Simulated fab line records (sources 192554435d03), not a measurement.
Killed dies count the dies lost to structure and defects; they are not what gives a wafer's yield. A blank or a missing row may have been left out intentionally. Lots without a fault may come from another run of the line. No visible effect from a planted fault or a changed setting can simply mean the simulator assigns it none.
Matching of chambers / flow n5 finfet / 3 sister chambers for N5_BEOL_M9_CURE_72 on uv cure-03
The step cures SiCOH lowk, time 120 s. 18 wafers are shown with their chamber, then 9 later ones without.

WAFERS, EACH WITH ITS CHAMBER
wafer=L079.1; chamber=1; wafer_temp_C_max=370.9; lamp power pct (%)=52.40
wafer=L079.2; chamber=1; wafer_temp_C_max=370.7; lamp power pct (%)=52.35
wafer=L079.3; chamber=1; wafer_temp_C_max=370.7; lamp power pct (%)=52.24
wafer=L077.1; chamber=1; wafer_temp_C_max=371.2; lamp power pct (%)=52.37
wafer=L077.4; chamber=1; wafer_temp_C_max=371.3; lamp power pct (%)=52.24
wafer=L077.6; chamber=1; wafer_temp_C_max=371.5; lamp power pct (%)=52.40
wafer=L080.3; chamber=0; wafer_temp_C_max=371.2; lamp power pct (%)=52.34
wafer=L080.4; chamber=0; wafer_temp_C_max=371.3; lamp power pct (%)=52.32
wafer=L080.5; chamber=0; wafer_temp_C_max=370.9; lamp power pct (%)=52.34
wafer=L085.1; chamber=0; wafer_temp_C_max=371.2; lamp power pct (%)=52.27
wafer=L085.3; chamber=0; wafer_temp_C_max=371.2; lamp power pct (%)=52.29
wafer=L085.4; chamber=0; wafer_temp_C_max=371.6; lamp power pct (%)=52.34
wafer=L089.1; chamber=2; wafer_temp_C_max=373.1; lamp power pct (%)=52.29
wafer=L089.4; chamber=2; wafer_temp_C_max=373.7; lamp power pct (%)=52.28
wafer=L089.6; chamber=2; wafer_temp_C_max=373.2; lamp power pct (%)=52.33
wafer=L090.1; chamber=0; wafer_temp_C_max=371.5; lamp power pct (%)=52.35
wafer=L090.2; chamber=0; wafer_temp_C_max=371.1; lamp power pct (%)=52.30
wafer=L090.3; chamber=0; wafer_temp_C_max=371.1; lamp power pct (%)=52.38

SIGNATURES (means of the wafers above)
reading=wafer_temp_C_max; chamber 0=371.233; chamber 1=371.050; chamber 2=373.333; scatter within a chamber=0.273
reading=lamp power pct; chamber 0=52.3256; chamber 1=52.3333; chamber 2=52.3000; scatter within a chamber=0.0507
Rule: distance of a wafer from a chamber = root of the sum over the readings of ((wafer's reading minus chamber's mean) / reading's scatter) squared. The wafer belongs to the nearest chamber; if the next one is less than 2 further off, it can't be placed. The scatter is the square root of a quotient: the sum, over the shown wafers, of each reading's squared deviation from its chamber's mean, divided by wafers minus chambers.

WAFERS WITH NO CHAMBER GIVEN
wafer=L090.4; wafer_temp_C_max=371.0; lamp power pct (%)=52.44
wafer=L090.5; wafer_temp_C_max=371.2; lamp power pct (%)=52.40
wafer=L090.6; wafer_temp_C_max=371.1; lamp power pct (%)=52.32
wafer=L091.1; wafer_temp_C_max=371.1; lamp power pct (%)=52.26
wafer=L091.3; wafer_temp_C_max=371.9; lamp power pct (%)=52.27
wafer=L091.6; wafer_temp_C_max=372.1; lamp power pct (%)=52.28
wafer=L093.3; wafer_temp_C_max=371.1; lamp power pct (%)=52.26
wafer=L093.4; wafer_temp_C_max=371.4; lamp power pct (%)=52.40
wafer=L093.5; wafer_temp_C_max=370.9; lamp power pct (%)=52.37

WHICH CHAMBER EACH ONE RAN IN
wafer=L090.4; from the rows above=can't be placed: 1 or 0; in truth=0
wafer=L090.5; from the rows above=can't be placed: 1 or 0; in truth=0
wafer=L090.6; from the rows above=can't be placed: 1 or 0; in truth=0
wafer=L091.1; from the rows above=can't be placed: 0 or 1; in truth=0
wafer=L091.3; from the rows above=can't be placed: 0 or 1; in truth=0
wafer=L091.6; from the rows above=can't be placed: 0 or 1 or 2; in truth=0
wafer=L093.3; from the rows above=can't be placed: 0 or 1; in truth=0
wafer=L093.4; from the rows above=can't be placed: 0 or 1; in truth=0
wafer=L093.5; from the rows above=can't be placed: 1 or 0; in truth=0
0 of 9 placed correctly. Cannot be placed on the basis of these rows: 9; the candidates contain the true chamber in 9. Placed wrongly: 0.
